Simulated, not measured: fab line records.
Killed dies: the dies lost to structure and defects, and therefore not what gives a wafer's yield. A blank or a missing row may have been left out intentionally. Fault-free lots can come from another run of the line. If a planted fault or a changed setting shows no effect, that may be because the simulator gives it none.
A lot that was struck, set against a sound lot | flow nand harc | 14 out of 1302 route steps
Sound: these wafers, L940.2, L940.5, L940.6. The struck wafers were L932.2, L932.3. At the end, the cause is stated.
At each step with rows: each side's tool, then ch and its chambers, then its first start. Under that, the readings that differ: sound wafers | struck wafers | difference of the means | sigmas: that difference in standard deviations of wafers without a fault.
alike: a reading whose means differ by less than 2 such deviations, as well as words and numbers matching on both sides. not compared: withheld readings; readings where some wafer has no value; bounds like >300 that might hide an equal value; numbers whose values overlap and for which the record gives no deviation.
A row with sigmas, a row that says differs or no value, or rows on one side alone: a step with any of these is where the two part. Non-overlapping numbers with no deviation appear without sigmas and do not part them. A reading missing from all wafers of one side parts the sides only when that side holds two or more wafers.

NHARC_A_CHANNEL_FILL_D2_ALD_15: deposits SiNx, target thk 2 nm, pulse time 60 s, ald cycles 19.
  sound: ald sin batch-03 ch 0; struck: ald sin batch-01 ch 0
  alike: precursor pulse height rel
  not compared: ald cycles
NHARC_A_CHANNEL_FILL_D2_ALD_16: deposits SiO2, target thk 1.5 nm, pulse time 10 s, ald cycles 15.
  sound on ald hk-03 ch 0,2,3, day 22 11:39; struck on ald hk-02 ch 0,2, day 19 14:17
  alike: heater power w, precursor pulse height rel
  not compared: ald cycles
then, 2 steps without rows for these wafers: NHARC_A_CHANNEL_FILL_D2_ANNEAL_17 (time 1800 s); NHARC_A_CHANNEL_FILL_D2_CVD_18 (deposits poly-Si, target thk 3 nm).
NHARC_A_CHANNEL_FILL_D2_ETCHBACK_19: etches the open film in HBr/Cl2, target depth 5 nm, time 1.7 s.
  sound on rie si-03 ch 0,2,3, day 22 22:57; struck on rie si-06 ch 1,3, day 20 02:17
  alike: bias w, drypump motor current A, oes product au, throttle valve pct
  not compared: rf hours counter h
NHARC_A_CHANNEL_FILL_D2_ETCHBACK_20: etches the open film in C4F8/O2/Ar, target depth 27 nm, time 13.5 s.
  sound on rie diel-06 ch 1,3, day 22 23:02; struck on rie diel-06 ch 2,3, day 20 02:26
  reading    | sound          | struck    | difference | sigmas
  bias w (W) | 1499 1500 1494 | 1512 1500 | +8         | +2
  alike: oes product au, rf vpp V
  not compared: rf hours counter h
NHARC_A_CHANNEL_FILL_D2_STRIP_28: strips in O2, time 20 s.
  sound on rie diel-06 ch 0,1,3, day 22 23:10; struck on rie diel-06 ch 2,3, day 20 02:31
  alike: drypump motor current A, oes product au, rf vpp V, showerhead plenum p Torr, throttle valve pct
  not compared: rf hours counter h
then, 4 steps without rows for these wafers: NHARC_A_CHANNEL_FILL_D2_PRECLEAN_21 (cleans in dHF, time 30 s); NHARC_A_CHANNEL_FILL_D2_SRD_23; NHARC_A_CHANNEL_FILL_D2_CVD_05 (deposits poly-Si, target thk 5 nm); NHARC_A_CHANNEL_FILL_D2_ANNEAL_22 (time 7200 s).
NHARC_A_CHANNEL_FILL_D2_THK_MEAS_06: measures by ellipsometry.
  struck on film metro-02, day 20 14:24; sound on film metro-02, day 23 11:02
  alike: thk nm
NHARC_A_CHANNEL_FILL_D2_ALD_25: deposits SiOx, target thk 60 nm, pulse time 10 s, ald cycles 600.
  sound on ald hk-04 ch 1,2, day 23 11:43; struck on ald hk-02 ch 1,3, day 20 14:27
  reading    | sound       | struck  | difference | sigmas
  ald cycles | 600 600 600 | 423 423 | -177       |
  alike: heater power w, precursor pulse height rel
then, 1 step without rows for these wafers: NHARC_A_CHANNEL_FILL_D2_ETCHBACK_08 (etches the open film in C4F8, target depth 220 nm, time 110 s).

== WHERE THEY PART ==
Only at NHARC_A_CHANNEL_FILL_D2_ETCHBACK_20, within this record. Later steps at which nothing parts them and some readings are alike: NHARC_A_CHANNEL_FILL_D2_STRIP_28, NHARC_A_CHANNEL_FILL_D2_THK_MEAS_06, NHARC_A_CHANNEL_FILL_D2_ALD_25.

WHY: what had been put in by the simulator
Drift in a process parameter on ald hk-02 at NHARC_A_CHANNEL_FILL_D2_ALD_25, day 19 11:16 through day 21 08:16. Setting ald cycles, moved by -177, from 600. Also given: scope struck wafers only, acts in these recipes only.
